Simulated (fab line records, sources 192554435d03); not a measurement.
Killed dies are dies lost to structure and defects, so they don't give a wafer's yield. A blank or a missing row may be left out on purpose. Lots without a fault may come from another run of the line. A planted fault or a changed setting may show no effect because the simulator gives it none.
Split-lot experiment | flow n5_finfet | 7 lots, 21 wafers read, on a route of 1938 steps

THE SPLIT
At N5_SD_EPI_N_DESCUM_14 (chemistry O2, time 7.9 s), the setting time_s was moved away from the recipe's 7.9 s on 11 of the 21 wafers read, by -22.0% to +10.9%. The other wafers ran this setting at the recipe's value.

The file shows no step between the split and the reading.

THE READING
CAR-ArF-block_of_SD_EPI_N_COAT_03.thk_nm (the simulator's own value, which no gauge read), in nm, at N5_SD_EPI_N_ETCH_34 (etches SiARC in CF4, target depth 45.5 nm, time 75.8 s). The file gives no usual value for it. The 10 wafers here that ran the recipe average 111.1 nm, standard deviation 0.2 nm.

wafer  | tool, chamber at the split | time_s as run, s | against the recipe | CAR-ArF-block_of_SD_EPI_N_COAT_03.thk_nm, nm | against lot-mates on the recipe
L076.2 | rie_diel-03, 3             | 7.9              | recipe             | 110.8                                        | -
L076.4 | rie_diel-03, 2             | 7.9              | recipe             | 110.8                                        | -
L076.5 | rie_diel-03, 3             | 6.16             | -22.0%             | 112.2                                        | +1.4
L078.4 | rie_diel-01, 0             | 7.9              | recipe             | 110.8                                        | -
L078.5 | rie_diel-01, 0             | 7.9              | recipe             | 111.2                                        | -
L078.6 | rie_diel-01, 3             | 8.761            | +10.9%             | 110.2                                        | -0.8
L080.2 | rie_diel-01, 0             | 6.388            | -19.1%             | 111.6                                        | no lot-mate on the recipe
L080.3 | rie_diel-01, 1             | 6.388            | -19.1%             | 111.4                                        | no lot-mate on the recipe
L080.4 | rie_diel-01, 3             | 6.388            | -19.1%             | 112                                          | no lot-mate on the recipe
L087.1 | rie_diel-01, 3             | 7.9              | recipe             | 111.2                                        | -
L087.2 | rie_diel-01, 0             | 6.354            | -19.6%             | 112.4                                        | +1.2
L087.5 | rie_diel-01, 0             | 6.354            | -19.6%             | 112.2                                        | +1.0
L088.1 | rie_diel-03, 1             | 7.9              | recipe             | 111                                          | -
L088.2 | rie_diel-03, 3             | 6.965            | -11.8%             | 111.2                                        | +0.2
L088.4 | rie_diel-03, 0             | 6.965            | -11.8%             | 111                                          | +0.0
L089.1 | rie_diel-01, 1             | 7.9              | recipe             | 111.2                                        | -
L089.4 | rie_diel-01, 0             | 7.9              | recipe             | 111.2                                        | -
L089.3 | rie_diel-01, 3             | 7.9              | recipe             | 111.4                                        | -
L097.1 | rie_diel-04, 0,2           | 6.782            | -14.2%             | 111.8                                        | +0.8
L097.3 | rie_diel-04, 0,2           | 6.782            | -14.2%             | 111.6                                        | +0.6
L097.5 | rie_diel-04, 3             | 7.9              | recipe             | 111                                          | -
Where a row lists several chambers, the file gives one row for several wafers and doesn't say which wafer went through which chamber.

THE FIT
A straight line over all 21 wafers: CAR-ArF-block_of_SD_EPI_N_COAT_03.thk_nm changes by -0.0474 nm for each +1% of time_s; r = -0.85; the points scatter about the line by 0.3 nm.
The same after taking each lot's own level away (the mean of its wafers on the recipe; 18 wafers): -0.0543 nm for each +1%; r = -0.92; scatter 0.22 nm.
On that fit, the largest move of time_s shifts the reading by 1.2 nm.
The lots' own levels span 110.80 to 111.27 nm, that is 2.3 times the standard deviation above.
So the lot-to-lot level changes the slope: the two fits differ.
Check: with one of the wafers moved furthest among these (-22.0%) left out of the fit, the line predicts +1.05 nm for it against its lot-mates. It came out at +1.4 nm against them.

OTHER SPLITS ON THESE WAFERS
These wafers also went through other splits before the reading. Each is held against what the fit with the lots' levels taken away leaves over:
other split on the same wafers | wafers away from the commonest value | r with CAR-ArF-block_of_SD_EPI_N_COAT_03.thk_nm (lot level and that fit taken away)
N5_WELL_APT_COAT_02 spin_rpm   | 7                                    | -0.13
N5_FIN_CUT_EXPOSE_05 dose_mj   | 5                                    | -0.38

THE WHOLE CHAIN: every reading that the file lists as answering this split, in the file's order
step                  | what it does                                           | reading                                                                                   | change (the file's fit)                | r (the file's)
N5_SD_EPI_N_DESCUM_14 | chemistry O2, time 7.9 s                               | CAR-ArF-block_of_SD_EPI_N_COAT_03.thk_nm (the simulator's own value, which no gauge read) | -0.0583 nm for each +1% of the setting | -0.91
N5_SD_EPI_N_ETCH_34   | etches SiARC in CF4, target depth 45.5 nm, time 75.8 s | CAR-ArF-block_of_SD_EPI_N_COAT_03.thk_nm (the simulator's own value, which no gauge read) | -0.0544 nm for each +1% of the setting | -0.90

THE FILE'S OWN FIT
CAR-ArF-block_of_SD_EPI_N_COAT_03.thk_nm changes by -0.0544 nm for each +1% of time_s, r = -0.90.
